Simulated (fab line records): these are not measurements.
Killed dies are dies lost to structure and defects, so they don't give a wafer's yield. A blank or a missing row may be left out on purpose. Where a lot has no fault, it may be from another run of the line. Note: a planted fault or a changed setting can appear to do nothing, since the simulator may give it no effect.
What tool caused it?	flow nand-harc	36 wafers from 12 lots sampled at 5 of the route's 1302 steps

## WHAT THE GAUGES READ, wafer by wafer
NHARC_END_SORT_01. Usual: killed-at-array 56, standard deviation 17; killed-at-other 0.9, standard deviation 1.2; killed-at-periphery 3.9, standard deviation 2.5; killed-dies 61, standard deviation 17; killed-open 3.2, standard deviation 1.8; killed-short 2.7, standard deviation 1.7.
lot	measured	on	killed-at-array	killed-at-other	killed-at-periphery	killed-dies	killed-open	killed-short	flag
L618	day 25 18:31	prober-02	673 668 668	0 0 1	4 9 8	677 677 677	5 3 8	7 6 3	OFF
L619	day 26 18:23	prober-01	675 675 673	0 0 2	2 2 2	677 677 677	3 1 1	2 4 1	OFF
L621	day 27 08:07	prober-01	59 63 60	0 0 0	3 3 4	62 66 64	4 5 6	2 2 4	
L628	day 31 21:36	prober-01	79 57 86	1 1 0	1 2 5	81 60 91	1 4 7	3 1 3	
L629	day 31 12:11	prober-01	68 74 69	1 3 3	4 3 7	73 80 79	3 2 5	4 3 3	

## EACH LOT AND THE TOOL THAT RAN IT (in order: tool; ch and the chambers of the sampled wafers; start)
lot	NHARC_A_CHANNEL_HOLE_D2_STRIP_43	NHARC_A_M1_DEP_33	NHARC_A_BONDPAD_ETCH_34	NHARC_THIN_TSV_DESCUM_14
L614	rie-diel-06 ch 0,1, day 13 15:23	pecvd-03 ch 0,1, day 23 16:58	rie-diel-12 ch 0,2,3, day 23 18:55	rie-diel-09 ch 1,2, day 24 10:40
L616	rie-diel-07 ch 0,1,2, day 14 00:52	pecvd-04 ch 0,2, day 23 18:05	rie-diel-12 ch 0,3, day 23 20:19	rie-diel-09 ch 0,1, day 24 13:05
L618	rie-diel-06 ch 1,2, day 15 00:33	-	-	-
L619	rie-diel-06 ch 0,3, day 15 17:02	-	-	-
L621	rie-diel-06 ch 0,1,3, day 16 06:43	pecvd-04 ch 1,2, day 26 01:44	rie-diel-03 ch 0,1,2, day 26 04:21	rie-diel-09 ch 0,3, day 26 18:27
L628	rie-diel-01 ch 0,3, day 19 17:52	pecvd-02 ch 0,1,2, day 29 21:40	rie-diel-12 ch 0,3, day 29 23:37	rie-diel-02 ch 2,3, day 30 18:46
L627	rie-diel-06 ch 0,3, day 19 22:28	pecvd-02 ch 1,2, day 29 04:37	rie-diel-12 ch 0,2,3, day 29 06:43	rie-diel-04 ch 0,1, day 30 00:49
L629	rie-diel-01 ch 0,1, day 20 02:39	pecvd-04 ch 0,1, day 30 00:55	rie-diel-03 ch 2,3, day 30 02:56	rie-diel-09 ch 1,3, day 30 19:57
L632	rie-diel-06 ch 1,2,3, day 20 15:08	pecvd-03 ch 0,2, day 30 04:25	rie-diel-03 ch 1,2,3, day 30 06:29	rie-diel-09 ch 2,3, day 30 21:10
L634	rie-diel-06 ch 0,1,2, day 21 18:20	pecvd-02 ch 1,2, day 31 00:39	rie-diel-03 ch 0,2,3, day 31 02:37	rie-diel-02 ch 0,1,2, day 31 18:45
L636	rie-diel-07 ch 1,2,3, day 22 13:08	pecvd-03 ch 0,1,2, day 32 20:57	rie-diel-11 ch 0,1,3, day 32 22:53	rie-diel-09 ch 1,2, day 33 13:41
L637	rie-diel-01 ch 0,2,3, day 22 23:38	pecvd-03 ch 0,2, day 33 16:05	rie-diel-03 ch 0,1, day 33 18:09	rie-diel-04 ch 0,1,2, day 34 09:05
- NHARC_A_CHANNEL_HOLE_D2_STRIP_43: strips in O2/COS.
- NHARC_A_M1_DEP_33: deposits SiCN, target thk 30 nm.
- NHARC_A_BONDPAD_ETCH_34: etches the open film in N2/H2, target depth 60 nm, overetch 18 nm, time 65.91 s.
- NHARC_THIN_TSV_DESCUM_14: chemistry O2, time 3 s.

## AS READ BY THE TOOLS THEMSELVES (means over the sampled wafers that have a number; for cases with no such wafer, the mark the record gives instead)
NHARC_A_M1_DEP_33. Usual: chamber-pressure-Torr 3.000 Torr, standard deviation 0.0068; heater-power-w 604 W, standard deviation 76; susceptor-temp-C 370.02 C, standard deviation 0.19.
lot	tool	chamber-pressure-Torr (Torr)	heater-power-w (W)	susceptor-temp-C (C)	flag
L614	pecvd-03	3.000	636	369.97	
L616	pecvd-04	3.002	509	369.99	
L621	pecvd-04	3.004	526	369.65	
L628	pecvd-02	3.003	635	370.06	
L627	pecvd-02	2.996	667	370.02	
L629	pecvd-04	3.006	615	370.11	
L632	pecvd-03	2.993	641	370.01	
L634	pecvd-02	2.994	687	370.09	
L636	pecvd-03	2.996	622	370.10	
L637	pecvd-03	3.001	604	370.00	

NHARC_A_BONDPAD_ETCH_34. Usual: drypump-motor-current-A 5.7 A, standard deviation 0.32; h2-flow-sccm 150.0 sccm, standard deviation 0.53; oes-product-au 1.005 a.u., standard deviation 0.014; rf-vpp-V 430.4 V, standard deviation 2.8; showerhead-plenum-p-Torr 2.04 Torr, standard deviation 0.092; throttle-valve-pct 14.171 %, standard deviation 0.0091.
lot	tool	drypump-motor-current-A (A)	h2-flow-sccm (sccm)	oes-product-au (a.u.)	rf-vpp-V (V)	showerhead-plenum-p-Torr (Torr)	throttle-valve-pct (%)	flag
L614	rie-diel-12	5.7	150.1	1.016	430.0	2.02	14.170	
L616	rie-diel-12	5.8	150.5	1.011	429.9	2.03	14.167	
L621	rie-diel-03	5.9	149.6	1.013	430.8	2.07	14.170	
L628	rie-diel-12	5.8	150.1	1.001	430.5	2.05	14.173	
L627	rie-diel-12	5.7	150.1	1.008	430.1	2.02	14.180	
L629	rie-diel-03	5.4	149.8	1.014	432.0	2.11	14.172	
L632	rie-diel-03	5.7	150.8	1.005	430.3	2.05	14.171	
L634	rie-diel-03	5.6	150.5	1.004	432.4	2.13	14.174	
L636	rie-diel-11	5.7	150.2	0.999	432.2	2.08	14.170	
L637	rie-diel-03	5.6	150.3	0.999	432.4	2.11	14.171	

NHARC_THIN_TSV_DESCUM_14. Usual: drypump-motor-current-A 5.9 A, standard deviation 0.5; oes-product-au 1.000 a.u., standard deviation 0.013; rf-vpp-V 57.6 V, standard deviation 0.97; showerhead-plenum-p-Torr 1.88 Torr, standard deviation 0.076; throttle-valve-pct 11.312 %, standard deviation 0.0088.
lot	tool	drypump-motor-current-A (A)	oes-product-au (a.u.)	rf-vpp-V (V)	showerhead-plenum-p-Torr (Torr)	throttle-valve-pct (%)	flag
L614	rie-diel-09	5.2	1.015	58.0	1.93	11.312	
L616	rie-diel-09	6.1	1.005	55.9	1.83	11.306	
L621	rie-diel-09	5.8	0.988	57.8	1.84	11.315	
L628	rie-diel-02	6.1	0.997	57.5	1.92	11.316	
L627	rie-diel-04	6.2	1.009	57.0	1.86	11.309	
L629	rie-diel-09	5.5	0.988	57.4	1.90	11.312	
L632	rie-diel-09	5.0	0.988	57.9	1.90	11.315	
L634	rie-diel-02	6.0	0.992	57.9	1.88	11.314	
L636	rie-diel-09	5.2	1.000	57.0	1.92	11.316	
L637	rie-diel-04	6.2	1.007	57.8	1.89	11.307	

## THE ANSWER, worked out from the rows above alone
Rule: lot off if the mean of its wafers having a number is beyond 3 standard deviations from the usual mean. A lot without any number at a reading at which 4 lots or more have one is off too. The other lots that the step has rows for count as sound. After the gauges, taken in route order, come the tools' own readings; for these a lot's mean is taken, as printed above. The first step at which some lot is off is used, and at that step the reading that is off furthest; a lot without a number counts as furthest.
Off at NHARC_END_SORT_01 (killed-at-array): L618, L619. Neither off nor sound, because the step has no rows for them: L614, L616, L627, L632, L634, L636, L637.
A tool fits if, at a process step before that reading, it ran every lot that is off, and no sound lot after the first of them. Those tools and the gauges at NHARC_END_SORT_01 are tried in the same way. None of those tried fits.

## WHAT HAD BEEN PUT IN BY THE SIMULATOR
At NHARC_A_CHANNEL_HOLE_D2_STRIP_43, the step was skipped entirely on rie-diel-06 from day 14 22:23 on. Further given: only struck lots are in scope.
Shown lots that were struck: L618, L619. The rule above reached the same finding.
